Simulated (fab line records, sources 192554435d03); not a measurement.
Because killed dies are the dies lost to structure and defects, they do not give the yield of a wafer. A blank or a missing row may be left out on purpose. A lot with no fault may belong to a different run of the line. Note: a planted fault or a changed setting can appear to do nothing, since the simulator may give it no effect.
Matching of chambers    flow n5_finfet    rie_diel-05 running N5_BEOL_M2_ETCH_77: 4 sister chambers
The step etches underlayer in N2/H2, target depth 6.5 nm, time 5.2 s. 14 wafers are shown with their chamber, then 7 later ones without.

== WAFERS WITH THEIR CHAMBER ==
wafer   chamber  showerhead_plenum_p_Torr (Torr)  throttle_valve_pct (%)  oes_product_au (a.u.)
L074.1  0        2.52                             17.83                   0.63
L074.3  1        2.53                             17.92                   0.64
L074.6  0        2.53                             17.84                   0.63
L075.1  2        2.63                             17.48                   0.64
L075.3  3        2.49                             17.86                   0.85
L075.6  2        2.63                             17.52                   0.65
L076.1  0        2.52                             17.87                   0.63
L076.4  3        2.49                             17.88                   0.84
L076.6  3        2.49                             17.87                   0.83
L079.2  2        2.63                             17.53                   0.64
L079.4  3        2.49                             17.89                   0.80
L079.6  0        2.52                             17.87                   0.62
L084.1  2        2.62                             17.53                   0.63
L084.2  0        2.52                             17.90                   0.63

SIGNATURES (means of the wafers above)
reading                   chamber 0  chamber 1  chamber 2  chamber 3  scatter within a chamber
showerhead_plenum_p_Torr  2.5220     2.5300     2.6275     2.4900     0.00394
throttle_valve_pct        17.8620    17.9200    17.5150    17.8750    0.023
oes_product_au            0.6280     0.6400     0.6400     0.8300     0.013
Rule: a wafer lies at a distance from a chamber equal to the root of the sum of squares, over the readings, of (its reading less the chamber's mean, divided by the reading's scatter). If the next closest chamber is less than 2 further off than the closest, the wafer can't be placed; otherwise it belongs to the closest. The scatter: the root of (the sum of the squares of (reading less its chamber's mean) over the shown wafers, divided by (wafers less chambers)).

== WAFERS WITH NO CHAMBER GIVEN ==
wafer   showerhead_plenum_p_Torr (Torr)  throttle_valve_pct (%)  oes_product_au (a.u.)
L084.3  2.49                             17.89                   0.79
L087.1  2.48                             17.92                   0.76
L087.5  2.48                             17.88                   0.76
L087.6  2.51                             17.89                   0.61
L094.3  2.51                             17.91                   0.61
L094.4  2.61                             17.59                   0.62
L094.5  2.51                             18.03                   0.60

== THE CHAMBER EACH PASSED THROUGH ==
wafer   from the rows above      in truth
L084.3  3                        3
L087.1  3                        3
L087.5  3                        3
L087.6  0                        0
L094.3  can't be placed: 0 or 1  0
L094.4  2                        2
L094.5  can't be placed: 1 or 0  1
5 of 7 placed correctly. From these rows, 2 cannot be placed; in 2 the true chamber is one of the candidates. 0 placed wrongly.
